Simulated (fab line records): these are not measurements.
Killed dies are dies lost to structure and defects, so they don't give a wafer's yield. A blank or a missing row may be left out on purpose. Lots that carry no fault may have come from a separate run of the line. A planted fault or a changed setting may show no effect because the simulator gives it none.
fab line records | flow nand_harc
[record] lots = 22 wafers = 66 last_day = 25
route steps=1159 shown A_STAIRCASE@553
lots that met no fault: from a run of the same line without faults
start_h: the number of hours between the record's first day and the start of the first shown wafer of the lot | wait_h: hours from the lot's prior step to this one | " the same as in the row above | L1.1+2: a row that stands for several wafers | - no value, or no start was given | * or withheld: withheld | < > ~ a bound
route shown NAME@n: NAME is a module with steps in the file, n the number in the route of the first one | usual: the fault-free wafers' mean and standard deviation | same: alike in all rows | chamber/n: place in a boat | sites: per-site readings | _std_site: how widely they spread, as a standard deviation | _edge_site: outer sites' mean less inner sites' | radius_mm: for every site, how far away it sits from the centre of the wafer | mask NAME#n: copy n | behind: the tool/chamber that last shaped the wafer | hold: reason for holding the lot/hours on hold/outcome of the hold | device: which transistor (n, p or np) failed to switch | end of line: the tests these same wafers got at the end of their route | a step without rows: its recipe alone | killed: dies that structure and defects cost at the first sort, which is not the same as the wafer's yield | map: dies across one wafer; x = killed, . = not, _ = none there
set.NAME: the setting the step ran with; set.NAME@STEP: the setting that earlier step ran with | model.NAME: the simulator's own value behind a step, which no gauge read
route steps across a sampled set of lots; one table per step, one row per wafer
services: from which hour (start_h, from the record's first day; less than 0 if before it) a tool's chamber was out of use, for how many hours, and why
[[steps]]
[step NHARC_A_STAIRCASE_ETCH_17]
[recipe] target_depth_a = 1000 time_s = 40.5 ion_energy_ev = 400 c4f8_flow_sccm = 20 o2_flow_sccm = 10 ar_flow_sccm = withheld rf_w = 600 bias_w = 1000 chemistry = C4F8/O2
[usual] bias_w = 999.3/2.9 oes_product_au = 0.940/0.0094 rf_fwd_power_W = 592.0/2.8 rf_vpp_V = 898/4.3
// columns lot.wafer tool chamber start_h wait_h bias_w oes_product_au rf_fwd_power_W rf_hours_counter_h rf_vpp_V
L074.1 rie_diel-12 3 - - 994.2 0.953 590.1 8 904
L074.2 " 0 " " 994.5 0.938 590.0 9 894
L074.5 " 3 " " 993.7 0.950 588.2 - 902
L076.1 rie_diel-04 0 - - 994.7 0.940 593.2 43 898
L076.6 " 2 " " 998.2 0.933 595.0 - 898
L076.5 " 3 " " 996.9 0.945 590.3 - 895
L075.2 rie_diel-12 3 - - 997.8 0.951 587.6 12 902
L075.1 " 1 " " 1004.2 0.941 593.9 13 893
L075.4 " 1 " " 1002.9 0.942 592.7 - 894
L079.4 rie_diel-12 3 - - 1000.7 0.944 590.0 15 904
L079.1 " 0 " " 1000.1 0.939 589.4 11 893
L079.6 " 1 " " 1002.0 0.932 591.9 - 893
L077.3 rie_diel-12 2 - - 1000.0 0.933 593.7 16 905
L077.1 " 0 " " 995.5 0.937 589.3 11 892
L077.6 " 3 " " 996.8 0.952 589.7 - 904
L081.4 rie_diel-08 2 - - 998.0 0.931 590.8 52 902
L081.3 " 3 " " 1003.3 0.944 595.2 51 901
L081.2 " 1 " " 999.6 0.938 589.0 47 903
L082.3 rie_diel-04 0 - - 998.2 0.934 593.4 56 897
L082.2 " 1 " " 1001.8 0.935 591.3 61 898
L082.5 " 0 " " 995.0 0.943 594.0 - 898
L080.1 rie_diel-04 0 - - 995.6 0.929 592.8 58 898
L080.6 " 1 " " 996.0 0.950 596.6 - 901
L080.5 " 2 " " 994.5 0.955 595.5 - 896
L083.2 rie_diel-12 3 - - 997.7 0.946 587.4 27 901
L083.3 " 0 " " 1000.9 0.932 592.8 24 892
L083.5 " 3 " " 1001.7 0.939 590.7 - 902
L084.4 rie_diel-12 2 - - 996.8 0.946 594.7 28 904
L084.1 " 0 " " 1002.1 0.941 590.4 24 892
L084.6 " 1 " " 1000.6 0.943 593.5 - 893
L088.3 rie_diel-12 0 - - 996.5 0.937 590.4 30 893
L088.5 " 1 " " 999.6 0.937 594.4 - 893
L088.6 " 2 " " 999.7 0.944 592.1 - 903
L085.3 rie_diel-08 0 - - 998.7 0.949 582.7 0 893
L085.2 " 2 " " 998.7 0.947 587.5 0 901
L085.6 " 0 " " 1000.3 0.960 586.4 - 894
L087.1 rie_diel-12 0 - - 998.6 0.942 587.1 31 894
L087.3 " 1 " " 1001.3 0.925 590.7 35 895
L087.5 " 3 " " 1000.8 0.933 589.8 - 902
L089.3 rie_diel-08 3 - - 999.2 0.933 591.5 9 900
L089.1 " 0 " " 1007.3 0.938 588.6 10 893
L089.6 " 3 " " 999.6 0.930 591.2 - 901
L092.2 rie_diel-04 1 - - 1001.6 0.933 595.4 12 901
L092.4 " 0 " " 1001.1 0.927 596.4 13 898
L092.5 " 1 " " 996.4 0.942 594.9 - 899
L093.4 rie_diel-08 0 - - 1002.6 0.947 588.5 13 894
L093.5 " 0 " " 1004.5 0.953 588.5 - 894
L093.6 " 1 " " 1000.5 0.944 587.8 - 903
L090.2 rie_diel-12 2 - - 1000.0 0.941 596.7 48 905
L090.1 " 3 " " 997.9 0.931 591.4 47 902
L090.6 " 0 " " 999.3 0.943 590.0 - 893
L091.1 rie_diel-08 2 - - 1002.1 0.942 592.8 8 903
L091.3 " 3 " " 996.6 0.931 592.6 14 899
L091.4 " 3 " " 1002.6 0.928 593.4 - 900
L095.2 rie_diel-12 0 - - 1000.4 0.926 591.9 51 891
L095.1 " 1 " " 1000.7 0.931 592.2 54 892
L095.4 " 3 " " 998.3 0.920 588.9 54 903
L094.4 rie_diel-04 3 - - 999.2 0.959 590.2 23 895
L094.3 " 0 " " 996.7 0.925 593.7 25 898
L094.5 " 1 " " 998.2 0.936 593.8 - 898
L097.1 rie_diel-12 2 - - 999.6 0.934 596.1 58 904
L097.6 " 2 " " 1004.2 0.932 596.8 - 904
L097.5 " 3 " " 999.5 0.935 592.9 - 901
L096.3 rie_diel-04 3 - - 998.0 0.963 587.3 25 895
L096.6 " 1 " " 1004.8 0.943 594.4 - 900
L096.5 " 2 " " 999.7 0.954 595.4 - 895
[step NHARC_A_STAIRCASE_ETCH_190]
[recipe] target_depth_a = 1000 time_s = 40.5 ion_energy_ev = 400 c4f8_flow_sccm = 20 o2_flow_sccm = 10 ar_flow_sccm = withheld rf_w = 600 bias_w = 1000 chemistry = C4F8/O2
[usual] bias_w = 1000/3.2 oes_product_au = 0.938/0.011 rf_fwd_power_W = 591.2/2.9 rf_vpp_V = 898/4.4
// columns lot.wafer tool chamber start_h wait_h bias_w oes_product_au rf_fwd_power_W rf_hours_counter_h rf_vpp_V
L074.1 rie_diel-12 3 - - 1005 0.945 589.3 10 903
L074.2 " 1 " " 1002 0.943 596.3 11 895
L074.5 " 1 " " 1000 0.931 594.0 - 892
L076.1 rie_diel-04 2 - - 1000 0.954 594.7 49 897
L076.5 " 2 " " 996 0.938 596.2 - 897
L076.6 " 3 " " 995 0.947 588.1 - 894
L075.2 rie_diel-08 2 - - 1001 0.935 587.5 45 902
L075.4 " 3 " " 999 0.944 589.7 44 901
L075.1 " 0 " " 1007 0.952 587.9 45 894
L079.4 rie_diel-08 3 - - 1004 0.947 591.4 46 899
L079.1 " 1 " " 1003 0.942 587.3 43 903
L079.6 " 0 " " 1002 0.972 587.8 - 891
L077.3 rie_diel-12 1 - - 995 0.937 591.4 17 893
L077.1 " 3 " " 999 0.938 591.7 17 900
L077.6 " 2 " " 998 0.919 595.5 - 904
L081.4 rie_diel-08 2 - - 1004 0.944 590.8 53 902
L081.2 " 3 " " 1002 0.942 591.8 52 900
L081.3 " 0 " " 1002 0.950 586.5 52 894
L082.2 rie_diel-08 1 - - 996 0.945 588.8 48 903
L082.3 " 3 " " 1001 0.947 589.7 53 900
L082.5 " 1 " " 992 0.938 586.2 - 902
L080.1 rie_diel-04 0 - - 997 0.948 593.8 62 898
L080.5 " 2 " " 1000 0.937 594.2 - 896
L080.6 " 3 " " 1002 0.943 587.4 - 896
L083.3 rie_diel-12 1 - - 1001 0.944 593.0 30 893
L083.2 " 0 " " 1002 0.958 588.5 25 893
L083.5 " 1 " " 1001 0.935 593.4 - 893
L084.1 rie_diel-08 3 - - 1005 0.938 592.7 59 900
L084.4 " 0 " " 998 0.933 587.8 58 893
L084.6 " 2 " " 1001 0.929 591.3 - 901
L085.2 rie_diel-08 2 - - 998 0.937 590.1 3 903
L085.3 " 1 " " 1000 0.943 588.2 4 904
L085.6 " 2 " " 1001 0.933 590.3 - 902
L088.3 rie_diel-12 0 - - 999 0.931 587.3 33 894
L088.5 " 3 " " 997 0.933 591.5 - 902
L088.6 " 0 " " 1006 0.942 588.4 - 891
L087.3 rie_diel-08 1 - - 1005 0.937 588.1 4 903
L087.1 " 3 " " 1001 0.941 591.2 3 900
L087.5 " 1 " " 1005 0.944 588.6 - 902
L089.3 rie_diel-12 2 - - 996 0.937 594.3 43 903
L089.1 " 0 " " 995 0.938 590.1 38 893
L089.6 " 3 " " 1003 0.934 591.6 - 901
L092.2 rie_diel-12 1 - - 992 0.925 589.5 45 892
L092.4 " 2 " " 1001 0.943 594.1 47 903
L092.5 " 1 " " 994 0.925 592.3 - 893
L093.4 rie_diel-12 3 - - 999 0.932 588.9 46 901
L093.5 " 2 " " 1000 0.934 592.4 - 904
L093.6 " 3 " " 994 0.928 588.3 - 901
L091.4 rie_diel-12 0 - - 1005 0.947 589.0 46 893
L091.3 " 1 " " 998 0.939 591.9 49 893
L091.1 " 3 " " 1000 0.938 587.9 50 903
L090.2 rie_diel-04 1 - - 1001 0.933 595.0 18 899
L090.1 " 0 " " 1001 0.929 593.2 19 899
L090.6 " 1 " " 1004 0.930 597.7 - 900
L095.1 rie_diel-12 2 - - 1001 0.932 595.6 55 903
L095.4 " 3 " " 1004 0.948 591.2 55 900
L095.2 " 1 " " 994 0.934 593.4 56 893
L094.3 rie_diel-04 0 - - 1000 0.919 593.6 26 897
L094.4 " 2 " " 1001 0.956 593.8 21 897
L094.5 " 0 " " 1001 0.923 592.2 - 897
L097.1 rie_diel-12 0 - - 1002 0.929 591.5 56 892
L097.6 " 3 " " 995 0.924 592.9 - 902
L097.5 " 0 " " 1003 0.929 589.8 - 893
L096.3 rie_diel-12 0 - - 1003 0.936 590.0 56 893
L096.5 " 1 " " 999 0.933 590.8 - 892
L096.6 " 2 " " 1000 0.922 594.1 - 904
[step NHARC_A_STAIRCASE_ETCH_194]
[recipe] target_depth_a = 1000 time_s = 40.5 ion_energy_ev = 400 c4f8_flow_sccm = 20 o2_flow_sccm = 10 ar_flow_sccm = withheld rf_w = 600 bias_w = 1000 chemistry = C4F8/O2
[usual] bias_w = 1000.2/3 oes_product_au = 0.946/0.02 rf_fwd_power_W = 591.2/3 rf_vpp_V = 898/4.2
// columns lot.wafer tool chamber start_h wait_h bias_w oes_product_au rf_fwd_power_W rf_hours_counter_h rf_vpp_V
L074.2 rie_diel-12 2 - - 1003.3 0.930 595.7 11 904
L074.1 " 3 " " 998.5 0.939 592.2 10 904
L074.5 " 3 " " 999.4 0.949 590.3 - 902
L076.1 rie_diel-04 2 - - 1000.4 0.940 594.3 49 898
L076.6 " 3 " " 999.1 0.946 588.8 - 896
L076.5 " 0 " " 995.6 0.937 594.9 - 898
L075.2 rie_diel-08 3 - - 1001.3 0.921 594.7 44 901
L075.4 " 0 " " 1004.3 0.960 588.0 45 895
L075.1 " 1 " " 995.2 0.933 588.8 42 903
L079.1 rie_diel-08 3 - - 1001.4 0.928 591.5 46 899
L079.4 " 1 " " 999.9 0.943 586.7 43 903
L079.6 " 2 " " 1002.5 0.927 592.2 - 902
L077.1 rie_diel-12 0 - - 995.1 0.929 590.9 13 894
L077.3 " 1 " " 1003.1 0.946 591.8 17 893
L077.6 " 0 " " 996.7 0.935 589.6 - 891
L081.3 rie_diel-08 1 - - 1003.3 0.937 587.1 48 903
L081.2 " 3 " " 1003.5 0.937 593.2 52 901
L081.4 " 0 " " 1004.1 0.951 587.4 52 893
L082.3 rie_diel-08 3 - - 999.6 0.943 592.0 53 902
L082.2 " 2 " " 992.3 0.948 592.5 54 906
L082.5 " 3 " " 1002.8 0.944 589.6 - 900
L080.1 rie_diel-04 0 - - 1005.8 0.945 593.9 62 896
L080.5 " 0 " " 999.6 0.948 595.4 - 896
L080.6 " 1 " " 997.5 0.935 595.5 - 900
L083.3 rie_diel-12 1 - - 997.6 0.943 591.7 30 892
L083.2 " 3 " " 1003.8 0.939 591.8 29 903
L083.5 " 2 " " 1001.5 0.930 594.9 - 904
L084.4 rie_diel-08 1 - - 999.7 0.961 588.8 54 903
L084.1 " 2 " " 1003.2 0.947 592.3 60 903
L084.6 " 0 " " 1005.4 0.949 585.6 - 894
L085.2 rie_diel-08 2 - - 1004.2 0.950 591.3 3 902
L085.3 " 1 " " 995.4 0.943 589.8 4 902
L085.6 " 3 " " 1004.1 0.939 587.2 - 900
L088.3 rie_diel-12 0 - - 997.3 0.940 588.7 33 892
L088.5 " 2 " " 997.7 0.948 594.9 - 903
L088.6 " 3 " " 1000.4 0.933 589.1 - 902
L087.1 rie_diel-08 3 - - 1004.2 0.954 590.2 4 901
L087.3 " 1 " " 1001.2 0.948 587.3 5 902
L087.5 " 1 " " 1000.5 0.950 590.4 - 903
L089.3 rie_diel-12 3 - - 995.0 0.947 587.6 42 903
L089.1 " 1 " " 1000.5 0.928 596.4 43 894
L089.6 " 3 " " 1000.0 0.949 587.6 - 902
L092.2 rie_diel-12 1 - - 998.0 0.920 595.5 46 894
L092.4 " 3 " " 1001.3 0.932 592.5 46 903
L092.5 " 2 " " 1001.3 0.937 592.8 - 903
L093.4 rie_diel-12 2 - - 994.6 0.946 592.8 48 903
L093.6 " 3 " " 1003.6 0.929 591.1 - 901
L093.5 " 0 " " 996.9 0.928 588.9 - 895
L091.4 rie_diel-12 3 - - 999.7 0.938 590.5 51 901
L091.1 " 0 " " 997.1 0.948 587.4 46 892
L091.3 " 1 " " 996.9 0.932 593.4 50 894
L090.2 rie_diel-04 0 - - 1006.4 0.929 592.4 20 898
L090.1 " 1 " " 1000.9 0.945 593.9 18 900
L090.6 " 3 " " 1006.5 0.946 587.3 - 897
L095.4 rie_diel-12 0 - - 999.4 0.935 587.3 53 892
L095.2 " 1 " " 1000.2 0.930 593.1 56 892
L095.1 " 2 " " 1006.4 0.960 592.6 56 902
L094.4 rie_diel-04 1 - - 997.8 0.945 594.7 24 900
L094.3 " 3 " " 1000.6 0.966 586.5 24 892
L094.5 " 1 " " 996.2 0.944 593.9 - 899
L097.1 rie_diel-08 0 379.61 - 998.8 0.997 586.6 27 895
L097.6 " 1 " " 997.2 0.987 585.1 - 903
L097.5 " 2 " " 1001.2 0.997 592.1 - 902
L096.3 rie_diel-04 3 379.83 - 999.8 1.015 589.0 26 895
L096.5 " 2 " " 1000.7 1.003 593.2 - 896
L096.6 " 3 " " 999.8 1.018 589.5 - 894
[step NHARC_A_STAIRCASE_TRIM_198]
[recipe] time_s = 211.2 o2_flow_sccm = 500 ar_flow_sccm = 0 bias_w = 0 chemistry = O2
[usual] drypump_motor_current_A = 5.6/0.33 oes_product_au = 0.998/0.0089 rf_vpp_V = 58.0/0.92 showerhead_plenum_p_Torr = 3.60/0.12 throttle_valve_pct = 17.037/0.009
[same] bias_w = 0
// columns lot.wafer tool chamber start_h wait_h drypump_motor_current_A oes_product_au rf_hours_counter_h rf_vpp_V showerhead_plenum_p_Torr throttle_valve_pct
L074.1 rie_diel-12 2 - - 5.6 0.981 11 58.1 3.76 17.033
L074.2 " 1 " " 6.0 0.999 12 59.2 3.46 17.033
L074.5 " 3 " " 5.3 1.002 - 58.1 3.72 17.035
L076.1 rie_diel-12 1 - - 6.0 1.015 12 58.1 3.46 17.047
L076.6 " 3 " " 5.2 1.009 - 59.2 3.72 17.043
L076.5 " 2 " " 5.6 0.993 - 59.6 3.76 17.038
L075.4 rie_diel-04 0 - - 5.6 0.995 48 57.4 3.58 17.029
L075.1 " 1 " " 5.7 1.005 53 57.2 3.63 17.053
L075.2 " 2 " " 6.2 1.001 52 56.4 3.55 17.038
L079.1 rie_diel-08 0 - - 5.2 1.019 47 56.5 3.47 17.027
L079.4 " 2 " " 5.5 1.000 47 58.5 3.71 17.034
L079.6 " 0 " " 5.2 1.027 - 57.9 3.47 17.027
L077.1 rie_diel-12 2 - - 5.6 0.983 18 58.1 3.76 17.031
L077.3 " 3 " " 5.2 1.009 17 58.6 3.71 17.029
L077.6 " 3 " " 5.2 0.990 - 57.5 3.71 17.047
L081.4 rie_diel-12 1 - - 6.0 0.989 23 57.3 3.45 17.031
L081.2 " 2 " " 5.6 0.984 24 59.0 3.76 17.034
L081.3 " 0 " " 5.7 0.993 19 56.6 3.44 17.045
L082.2 rie_diel-08 0 - - 5.2 1.014 53 58.6 3.47 17.044
L082.3 " 1 " " 5.7 1.013 49 57.6 3.72 17.027
L082.5 " 2 " " 5.5 1.001 - 58.6 3.71 17.030
L080.1 rie_diel-12 3 - - 5.2 0.995 26 57.6 3.71 17.028
L080.5 " 0 " " 5.7 0.997 - 56.6 3.44 17.040
L080.6 " 1 " " 6.0 0.989 - 57.5 3.45 17.020
L083.2 rie_diel-12 2 - - 5.6 0.999 30 58.4 3.75 17.032
L083.3 " 3 " " 5.2 0.994 29 59.5 3.71 17.039
L083.5 " 2 " " 5.6 0.989 - 58.8 3.75 17.034
L084.1 rie_diel-12 0 - - 5.7 0.992 27 57.2 3.44 17.023
L084.4 " 1 " " 6.0 0.998 31 58.3 3.45 17.038
L084.6 " 0 " " 5.6 0.993 - 58.8 3.44 17.040
L085.3 rie_diel-08 1 - - 5.7 1.000 4 57.4 3.72 17.052
L085.2 " 2 " " 5.5 1.004 3 58.5 3.70 17.038
L085.6 " 0 " " 5.2 1.010 - 57.2 3.47 17.047
L088.3 rie_diel-12 1 - - 6.0 0.994 37 56.6 3.44 17.044
L088.5 " 3 " " 5.2 0.983 - 58.1 3.70 17.042
L088.6 " 0 " " 5.6 0.996 - 57.8 3.43 17.044
L087.3 rie_diel-08 0 - - 5.2 1.018 5 58.3 3.47 17.025
L087.1 " 1 " " 5.7 1.017 5 58.5 3.72 17.048
L087.5 " 1 " " 5.7 1.000 - 58.2 3.72 17.021
L089.1 rie_diel-12 0 - - 5.6 0.989 38 58.0 3.43 17.027
L089.3 " 2 " " 5.5 1.000 44 58.9 3.74 17.045
L089.6 " 3 " " 5.2 0.989 - 58.6 3.70 17.036
L092.4 rie_diel-12 0 - - 5.6 0.995 42 58.6 3.43 17.039
L092.2 " 2 " " 5.6 0.993 47 58.1 3.74 17.033
L092.5 " 0 " " 5.6 0.995 - 56.2 3.43 17.034
L093.6 rie_diel-08 2 - - 5.5 1.002 - 57.8 3.70 17.032
L093.4 " 3 " " 6.2 0.994 - 59.1 3.65 17.029
L093.5 " 0 " " 5.2 1.006 - 57.4 3.46 17.049
L091.4 rie_diel-08 1 - - 5.7 1.004 14 59.5 3.71 17.046
L091.3 " 3 " " 6.2 1.002 17 58.8 3.64 17.008
L091.1 " 0 " " 5.2 1.003 18 57.3 3.46 17.040
L090.1 rie_diel-12 0 - - 5.6 1.005 46 57.6 3.43 17.021
L090.2 " 3 " " 5.2 0.986 51 58.8 3.69 17.062
L090.6 " 1 " " 6.0 0.993 - 56.9 3.44 17.034
L095.4 rie_diel-04 0 - - 5.6 0.985 25 56.0 3.56 17.036
L095.1 " 1 " " 5.6 0.988 23 57.8 3.61 17.038
L095.2 " 3 " " 5.8 1.017 23 57.1 3.49 17.032
L094.3 rie_diel-12 2 - - 5.6 0.988 56 57.9 3.74 17.044
L094.4 " 3 " " 5.2 0.984 56 57.8 3.69 17.026
L094.5 " 3 " " 5.2 0.988 - 59.3 3.69 17.029
L097.1 rie_diel-08 2 - - 5.5 0.995 21 58.1 3.69 17.020
L097.5 " 3 " " 6.2 1.003 - 58.6 3.64 17.054
L097.6 " 0 " " 5.2 0.998 - 58.3 3.45 17.041
L096.3 rie_diel-08 1 - - 5.7 1.019 23 56.9 3.70 17.014
L096.6 " 2 " " 5.5 0.999 - 57.0 3.69 17.046
L096.5 " 3 " " 6.2 1.002 - 57.5 3.64 17.044
[step NHARC_A_STAIRCASE_ETCH_199]
[recipe] target_depth_a = 1000 time_s = 40.5 ion_energy_ev = 400 c4f8_flow_sccm = 20 o2_flow_sccm = 10 ar_flow_sccm = withheld rf_w = 600 bias_w = 1000 chemistry = C4F8/O2
[usual] bias_w = 1001/3 oes_product_au = 0.942/0.013 rf_fwd_power_W = 591.0/2.8 rf_vpp_V = 899/4.4
// columns lot.wafer tool chamber start_h wait_h bias_w oes_product_au rf_fwd_power_W rf_hours_counter_h rf_vpp_V
L074.2 rie_diel-12 3 - - 1001 0.954 587.2 10 903
L074.1 " 1 " " 1003 0.943 594.5 12 894
L074.5 " 2 " " 1002 0.931 591.9 - 905
L076.1 rie_diel-12 1 - - 1003 0.957 593.7 12 894
L076.6 " 1 " " 1001 0.945 592.9 - 894
L076.5 " 2 " " 1000 0.934 593.2 - 905
L075.2 rie_diel-04 1 - - 1006 0.949 595.6 53 901
L075.1 " 2 " " 995 0.931 594.3 52 897
L075.4 " 3 " " 1000 0.941 588.9 46 895
L079.1 rie_diel-08 2 - - 997 0.937 591.9 48 904
L079.4 " 3 " " 997 0.945 595.4 46 901
L079.6 " 0 " " 996 0.971 585.9 - 893
L077.3 rie_diel-12 0 - - 997 0.943 589.0 13 893
L077.1 " 3 " " 999 0.935 589.0 17 902
L077.6 " 0 " " 997 0.938 590.7 - 894
L081.3 rie_diel-12 1 - - 1004 0.956 592.8 23 894
L081.2 " 3 " " 1000 0.965 589.1 23 903
L081.4 " 0 " " 1003 0.952 587.4 19 892
L082.2 rie_diel-08 2 - - 1000 0.928 587.4 54 901
L082.3 " 0 " " 1003 0.960 588.5 53 894
L082.5 " 3 " " 999 0.942 591.5 - 899
L080.1 rie_diel-12 2 - - 998 0.963 591.0 27 905
L080.5 " 2 " " 1003 0.963 593.4 - 904
L080.6 " 3 " " 1001 0.966 588.4 - 902
L083.3 rie_diel-12 3 - - 999 0.931 589.2 29 903
L083.2 " 0 " " 997 0.928 593.9 26 893
L083.5 " 3 " " 1003 0.937 588.1 - 902
L084.1 rie_diel-12 1 - - 1000 0.951 593.6 31 895
L084.4 " 3 " " 994 0.955 589.5 30 901
L084.6 " 1 " " 998 0.951 592.3 - 894
L085.3 rie_diel-08 3 - - 1007 0.932 590.0 3 901
L085.2 " 0 " " 997 0.947 588.2 4 894
L085.6 " 1 " " 1002 0.953 588.3 - 903
L088.3 rie_diel-12 0 - - 1003 0.934 594.6 33 893
L088.5 " 1 " " 994 0.943 593.4 - 893
L088.6 " 2 " " 1000 0.943 592.5 - 903
L087.3 rie_diel-08 3 - - 1010 0.944 592.8 4 901
L087.1 " 1 " " 1005 0.946 585.4 5 904
L087.5 " 3 " " 1002 0.941 592.3 - 900
L089.3 rie_diel-12 0 - - 999 0.925 590.4 39 895
L089.1 " 1 " " 996 0.914 593.5 43 893
L089.6 " 2 " " 1000 0.918 594.6 - 904
L092.2 rie_diel-12 3 - - 999 0.911 592.5 46 902
L092.4 " 0 " " 996 0.925 589.3 42 892
L092.5 " 1 " " 996 0.932 595.6 - 893
L093.5 rie_diel-08 3 - - 1003 0.943 590.3 - 901
L093.6 " 0 " " 999 0.943 587.4 - 892
L093.4 " 2 " " 999 0.935 589.9 - 901
L091.4 rie_diel-08 0 - - 1000 0.966 588.7 18 894
L091.1 " 1 " " 1001 0.953 589.2 14 902
L091.3 " 2 " " 998 0.944 589.8 12 904
L090.1 rie_diel-12 1 - - 1002 0.943 591.8 50 892
L090.2 " 3 " " 1000 0.954 591.1 51 901
L090.6 " 2 " " 1000 0.966 596.6 - 903
L095.2 rie_diel-04 0 - - 1004 0.916 596.9 25 897
L095.1 " 2 " " 1000 0.934 592.7 21 896
L095.4 " 3 " " 1000 0.945 592.1 23 894
L094.4 rie_diel-12 0 - - 1005 0.938 588.6 54 892
L094.3 " 2 " " 1000 0.932 595.9 57 903
L094.5 " 0 " " 1002 0.945 590.4 - 891
L097.1 rie_diel-08 2 - - 998 0.937 593.3 21 901
L097.5 " 1 " " 1000 0.949 589.3 - 901
L097.6 " 2 " " 998 0.940 591.6 - 903
L096.3 rie_diel-08 3 - - 1005 0.946 592.7 27 900
L096.5 " 1 " " 1004 0.936 590.1 - 902
L096.6 " 2 " " 991 0.939 591.5 - 902
[step NHARC_A_STAIRCASE_ETCH_201]
[recipe] target_depth_a = 1000 time_s = 40.5 ion_energy_ev = 400 c4f8_flow_sccm = 20 o2_flow_sccm = 10 ar_flow_sccm = withheld rf_w = 600 bias_w = 1000 chemistry = C4F8/O2
[usual] bias_w = 1000.1/2.8 oes_product_au = 0.943/0.0099 rf_fwd_power_W = 590.7/2.9 rf_vpp_V = 898/4.7
// columns lot.wafer tool chamber start_h wait_h bias_w oes_product_au rf_fwd_power_W rf_hours_counter_h rf_vpp_V
L074.1 rie_diel-12 3 - - 1001.7 0.941 591.1 11 901
L074.2 " 2 " " 1003.7 0.925 595.1 12 906
L074.5 " 1 " " 996.6 0.932 592.6 - 894
L076.1 rie_diel-12 1 - - 1002.9 0.940 598.0 12 894
L076.5 " 2 " " 1006.4 0.943 593.8 - 905
L076.6 " 1 " " 998.8 0.936 596.5 - 893
L075.2 rie_diel-04 0 - - 996.7 0.937 593.2 48 898
L075.4 " 2 " " 999.8 0.927 591.1 52 897
L075.1 " 3 " " 994.9 0.935 590.5 47 897
L079.4 rie_diel-08 2 - - 1005.0 0.942 592.0 48 902
L079.1 " 3 " " 995.8 0.938 592.9 47 901
L079.6 " 0 " " 999.8 0.966 587.1 - 893
L077.1 rie_diel-12 1 - - 999.0 0.938 589.6 17 894
L077.3 " 2 " " 1000.5 0.947 590.9 18 905
L077.6 " 1 " " 997.6 0.947 588.9 - 894
L081.2 rie_diel-12 0 - - 997.6 0.946 590.8 19 894
L081.3 " 1 " " 1003.7 0.939 591.2 23 894
L081.4 " 2 " " 998.9 0.952 595.0 24 904
L082.2 rie_diel-08 1 - - 999.6 0.963 588.8 49 903
L082.3 " 2 " " 1001.0 0.957 591.5 54 903
L082.5 " 2 " " 1001.8 0.955 590.1 - 903
L080.1 rie_diel-12 2 - - 999.9 0.944 593.5 27 903
L080.6 " 3 " " 1003.5 0.927 589.3 - 902
L080.5 " 0 " " 998.5 0.936 591.7 - 891
L083.2 rie_diel-12 0 - - 1004.6 0.936 587.3 26 892
L083.3 " 3 " " 999.9 0.938 589.8 29 901
L083.5 " 0 " " 1001.3 0.940 587.9 - 893
L084.4 rie_diel-12 3 - - 993.5 0.942 590.1 31 902
L084.1 " 0 " " 1002.0 0.944 590.6 27 893
L084.6 " 3 " " 999.1 0.946 590.8 - 902
L085.2 rie_diel-08 2 - - 998.1 0.938 592.0 3 902
L085.3 " 3 " " 1007.7 0.945 591.9 3 900
L085.6 " 0 " " 1002.1 0.953 587.8 - 894
L088.3 rie_diel-12 3 - - 998.1 0.932 590.9 38 901
L088.5 " 0 " " 995.4 0.925 584.0 - 891
L088.6 " 1 " " 1001.6 0.936 592.4 - 893
L087.3 rie_diel-08 0 - - 997.7 0.956 587.9 5 893
L087.1 " 1 " " 1004.5 0.949 586.0 5 903
L087.5 " 1 " " 1001.7 0.943 588.1 - 903
L089.3 rie_diel-12 2 - - 997.8 0.941 591.6 44 903
L089.1 " 1 " " 999.1 0.918 590.8 43 893
L089.6 " 2 " " 1005.2 0.933 593.2 - 905
L092.2 rie_diel-12 2 - - 1002.8 0.947 594.0 47 903
L092.4 " 3 " " 998.1 0.942 592.4 46 901
L092.5 " 2 " " 1003.0 0.937 592.6 - 903
L093.5 rie_diel-08 2 - - 1001.7 0.938 590.6 - 903
L093.6 " 3 " " 996.3 0.952 589.7 - 899
L093.4 " 0 " " 996.2 0.953 586.6 - 894
L091.3 rie_diel-08 1 - - 998.3 0.960 591.4 14 902
L091.1 " 2 " " 1000.6 0.949 592.3 12 902
L091.4 " 3 " " 1003.5 0.942 590.9 17 899
L090.1 rie_diel-12 1 - - 1000.4 0.949 596.9 50 894
L090.2 " 3 " " 998.4 0.946 590.0 51 902
L090.6 " 1 " " 998.6 0.951 595.0 - 890
L095.1 rie_diel-04 1 - - 1004.3 0.944 594.3 23 900
L095.2 " 2 " " 998.4 0.937 594.6 21 896
L095.4 " 3 " " 998.2 0.937 589.5 23 895
L094.3 rie_diel-12 0 - - 1003.5 0.953 589.7 54 893
L094.4 " 2 " " 1001.1 0.929 595.7 57 903
L094.5 " 1 " " 999.5 0.947 597.4 - 892
L097.1 rie_diel-08 2 - - 997.8 0.936 589.8 22 903
L097.5 " 3 " " 1001.4 0.943 587.9 - 902
L097.6 " 0 " " 998.9 0.943 584.6 - 893
L096.3 rie_diel-08 0 - - 1000.4 0.948 590.6 28 893
L096.6 " 0 " " 998.8 0.945 586.1 - 892
L096.5 " 1 " " 1001.7 0.962 587.2 - 902
[[services]]
// columns tool chamber start_h hours kind
rie_diel-12 1 235.84 2.4 repair
rie_diel-12 0 235.94 - clean
rie_diel-12 2 235.94 - clean
rie_diel-12 3 235.94 - clean
rie_diel-12 0 245.72 8.6 repair
rie_diel-12 0 260.44 - clean
rie_diel-12 1 260.44 - clean
rie_diel-12 2 260.44 - clean
rie_diel-12 3 260.44 - clean
rie_diel-12 0 285.58 - clean
rie_diel-12 1 285.58 - clean
rie_diel-12 2 285.58 - clean
rie_diel-12 3 285.58 - clean
rie_diel-04 - 288.92 9.0 pm
rie_diel-08 - 301.86 9.0 pm
rie_diel-12 0 310.08 - clean
rie_diel-12 1 310.08 - clean
rie_diel-12 2 310.08 - clean
rie_diel-12 3 310.08 - clean
rie_diel-08 - 312.16 1.9 repair
rie_diel-12 0 334.61 - clean
rie_diel-12 1 334.61 - clean
rie_diel-12 2 334.61 - clean
rie_diel-08 1 338.56 8.3 repair
[[key]]
fault none
